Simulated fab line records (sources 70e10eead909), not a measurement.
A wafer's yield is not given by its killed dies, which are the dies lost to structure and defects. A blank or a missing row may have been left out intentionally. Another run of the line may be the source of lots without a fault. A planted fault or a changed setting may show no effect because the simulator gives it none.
Matching of chambers | flow nand-harc | 4 sister chambers for NHARC_P_STI_DESCUM_14 on rie-diel-13
The step chemistry O2, time 3 s. 18 wafers are shown with their chamber, then 9 later ones without.

## EACH WAFER AND ITS CHAMBER
wafer  | chamber | drypump-motor-current-A (A) | showerhead-plenum-p-Torr (Torr) | rf-vpp-V (V)
L078.1 | 1       | 5.1                         | 1.86                            | 57.9
L078.5 | 0       | 6.3                         | 1.87                            | 57.6
L078.6 | 3       | 5.7                         | 1.87                            | 56.7
L081.2 | 3       | 5.7                         | 1.87                            | 55.0
L081.3 | 0       | 6.3                         | 1.86                            | 57.7
L081.6 | 0       | 6.3                         | 1.86                            | 57.6
L083.3 | 0       | 6.3                         | 1.86                            | 57.8
L083.5 | 1       | 5.1                         | 1.86                            | 58.3
L083.6 | 2       | 5.4                         | 1.97                            | 57.0
L084.4 | 0       | 6.3                         | 1.86                            | 58.5
L084.5 | 3       | 5.8                         | 1.87                            | 58.1
L084.6 | 2       | 5.4                         | 1.97                            | 59.2
L085.1 | 1       | 5.1                         | 1.85                            | 57.8
L085.3 | 0       | 6.3                         | 1.86                            | 58.2
L085.5 | 2       | 5.4                         | 1.97                            | 58.1
L088.3 | 2       | 5.4                         | 1.97                            | 59.4
L088.4 | 2       | 5.4                         | 1.97                            | 57.3
L088.6 | 0       | 6.3                         | 1.86                            | 57.6

SIGNATURES (averages over the wafers above)
reading                  | chamber 0 | chamber 1 | chamber 2 | chamber 3 | scatter within a chamber
drypump-motor-current-A  | 6.300     | 5.100     | 5.400     | 5.733     | 0.0218
showerhead-plenum-p-Torr | 1.8614    | 1.8567    | 1.9700    | 1.8700    | 0.0033
rf-vpp-V                 | 57.857    | 58.000    | 58.200    | 56.600    | 0.863
Rule: a wafer lies at a distance from a chamber equal to the root of the sum of squares, over the readings, of (its reading less the chamber's mean, divided by the reading's scatter). The wafer belongs to the nearest chamber; if the next one is less than 2 further off, it can't be placed. How the scatter is found: for the shown wafers, subtract from each reading the mean of its chamber, square and add these, divide the total by (wafers less chambers), then take the root.

## WAFERS MISSING THEIR CHAMBER
wafer  | drypump-motor-current-A (A) | showerhead-plenum-p-Torr (Torr) | rf-vpp-V (V)
L090.3 | 5.4                         | 1.97                            | 58.1
L090.4 | 5.7                         | 1.87                            | 57.5
L090.5 | 5.1                         | 1.85                            | 57.8
L092.1 | 5.4                         | 1.97                            | 56.6
L092.3 | 5.1                         | 1.85                            | 58.9
L092.6 | 5.4                         | 1.96                            | 59.4
L093.1 | 6.3                         | 1.86                            | 57.2
L093.2 | 5.1                         | 1.85                            | 56.8
L093.6 | 5.1                         | 1.85                            | 56.8

## WHICH CHAMBER EACH WENT THROUGH
wafer  | from the rows above | in truth
L090.3 | 2                   | 2
L090.4 | 3                   | 3
L090.5 | 1                   | 1
L092.1 | 2                   | 2
L092.3 | 1                   | 1
L092.6 | 2                   | 2
L093.1 | 0                   | 0
L093.2 | 1                   | 1
L093.6 | 1                   | 1
Correctly placed: 9 of 9. Left unplaced by these rows: 0. 0 placed wrongly.
